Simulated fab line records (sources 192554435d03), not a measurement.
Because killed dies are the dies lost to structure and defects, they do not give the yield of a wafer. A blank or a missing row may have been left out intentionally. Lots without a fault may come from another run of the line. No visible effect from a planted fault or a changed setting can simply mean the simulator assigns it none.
Which of the tools did it? / flow n5 finfet / 10 lots with 29 wafers sampled at 2 steps, on a route of 1938 steps

## WHAT EACH GAUGE READ, for each wafer
N5_BEOL_M4_RC_MEAS_101.
lot=L507; measured=day 8 01:25; on=prober-02; DIBL_N (mV/V)=37.3 33.5 37.9
lot=L508; measured=day 8 09:25; on=prober-02; DIBL_N (mV/V)=35.3 37.4 35.5
lot=L510; measured=day 9 00:14; on=prober-02; DIBL_N (mV/V)=38.4 39.5 36.4
lot=L512; measured=day 9 06:33; on=prober-02; DIBL_N (mV/V)=34.5 33.6 33.7
lot=L514; measured=day 9 15:46; on=prober-01; DIBL_N (mV/V)=33.7 33.4 31.5
lot=L515; measured=day 9 19:12; on=prober-02; DIBL_N (mV/V)=33.3 36.3 35.0
lot=L516; measured=day 10 08:57; on=prober-01; DIBL_N (mV/V)=35.2 35.3 36.4
lot=L519; measured=day 11 00:41; on=prober-02; DIBL_N (mV/V)=33.4 33.7
lot=L520; measured=day 11 11:49; on=prober-01; DIBL_N (mV/V)=34.2 34.2 35.0
lot=L530; measured=day 13 18:08; on=prober-01; DIBL_N (mV/V)=38.3 34.6 35.0

## WHAT TOOL EACH LOT RAN ON (gives the tool, then ch and the chambers of the sampled wafers, and finally the start)
lot=L507; N5_BEOL_M0_SAQP_RECESS_114=vapor etch-02 ch 0,1, day 5 11:51
lot=L508; N5_BEOL_M0_SAQP_RECESS_114=vapor etch-02 ch 0,1, day 5 16:42
lot=L510; N5_BEOL_M0_SAQP_RECESS_114=vapor etch-02 ch 0,1, day 6 09:40
lot=L512; N5_BEOL_M0_SAQP_RECESS_114=vapor etch-01 ch 0,1, day 6 20:06
lot=L514; N5_BEOL_M0_SAQP_RECESS_114=vapor etch-02 ch 0,1, day 7 04:11
lot=L515; N5_BEOL_M0_SAQP_RECESS_114=vapor etch-02 ch 0,1, day 7 16:46
lot=L516; N5_BEOL_M0_SAQP_RECESS_114=vapor etch-02 ch 0,1, day 7 18:26
lot=L519; N5_BEOL_M0_SAQP_RECESS_114=vapor etch-02 ch 0, day 8 16:32
lot=L520; N5_BEOL_M0_SAQP_RECESS_114=vapor etch-02 ch 0,1, day 8 21:51
lot=L530; N5_BEOL_M0_SAQP_RECESS_114=vapor etch-02 ch 0,1, day 11 08:47
- N5_BEOL_M0_SAQP_RECESS_114: chemistry HF/NH3, target SiO2, target depth 14.4 nm, afs cycles 3, sublimation time 60 s.

## THE ANSWER, worked out from the rows above alone
Rule: what is usual is taken from the lots themselves. The widest of any qualifying gaps counts: lots, ordered by their means at a reading, are off when they make up no more than a third of the lots, leave a main group of 4 or more, and stand apart from it by 3 or more times the standard deviation of that group's means. The tables above print the reading to a certain number of digits; a main group whose means all agree to those digits is not used. Also off: a lot with no number at a reading for which 4 or more lots have one. All remaining lots with rows at the step are treated as sound.
Across all readings shown, no lot is off: no conclusion can be drawn from this.

## WHAT WAS PUT IN BY THE SIMULATOR
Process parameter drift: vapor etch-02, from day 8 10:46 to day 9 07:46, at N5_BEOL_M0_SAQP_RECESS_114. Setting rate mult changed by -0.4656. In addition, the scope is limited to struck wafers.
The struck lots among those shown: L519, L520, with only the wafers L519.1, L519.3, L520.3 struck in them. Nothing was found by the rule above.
